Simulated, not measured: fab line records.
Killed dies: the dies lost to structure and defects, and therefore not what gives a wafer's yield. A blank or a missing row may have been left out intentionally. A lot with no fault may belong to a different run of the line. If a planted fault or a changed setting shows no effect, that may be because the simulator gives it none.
Chamber matching + flow nand_harc + 3 sister chambers for NHARC_P_CONTACT_DEP_30 on pecvd-02
The step deposits SiNx, target thk 30 nm. 6 wafers are shown with their chamber, then 8 later ones without.

WAFERS WITH THEIR CHAMBER
| wafer  | chamber | heater_power_outer_w (W) | heater_power_w (W) |
|--------|---------|--------------------------|--------------------|
| L743.3 | 2       | 331                      | 576                |
| L743.6 | 1       | 407                      | 672                |
| L745.3 | 0       | 413                      | 649                |
| L745.4 | 0       | 431                      | 664                |
| L745.5 | 2       | 321                      | 578                |
| L749.1 | 1       | 421                      | 662                |

WAFERS WITH NO CHAMBER GIVEN
| wafer  | heater_power_outer_w (W) | heater_power_w (W) |
|--------|--------------------------|--------------------|
| L749.4 | 388                      | 602                |
| L749.5 | 416                      | 645                |
| L755.1 | 402                      | 645                |
| L755.3 | 337                      | 601                |
| L755.6 | 414                      | 655                |
| L758.1 | 431                      | 678                |
| L758.3 | 312                      | 558                |
| L758.6 | 371                      | 578                |

WHICH CHAMBER EACH ONE RAN IN
| wafer  | from the rows above     | in truth                   |
|--------|-------------------------|----------------------------|
| L749.4 | can't be placed: 2 or 0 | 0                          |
| L749.5 | can't be placed: 0 or 1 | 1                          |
| L755.1 | can't be placed: 0 or 1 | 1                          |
| L755.3 | 2                       | 2                          |
| L755.6 | can't be placed: 0 or 1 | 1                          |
| L758.1 | can't be placed: 1 or 0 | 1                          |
| L758.3 | 2                       | 2                          |
| L758.6 | 2                       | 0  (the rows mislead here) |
2 of 8 placed correctly. From these rows, 5 cannot be placed; in 5 the true chamber is one of the candidates. 1 placed wrongly.
How it was worked out, from the rows above alone: a wafer's distance from a chamber is the root of the sum, over the readings, of the square of ((its reading less the chamber's mean) divided by the reading's scatter). If the next closest chamber is less than 2 further off than the closest, the wafer can't be placed; otherwise it belongs to the closest. A chamber's mean is the mean of its shown wafers. How the scatter is found: for the shown wafers, subtract from each reading the mean of its chamber, square and add these, divide the total by (wafers less chambers), then take the root.
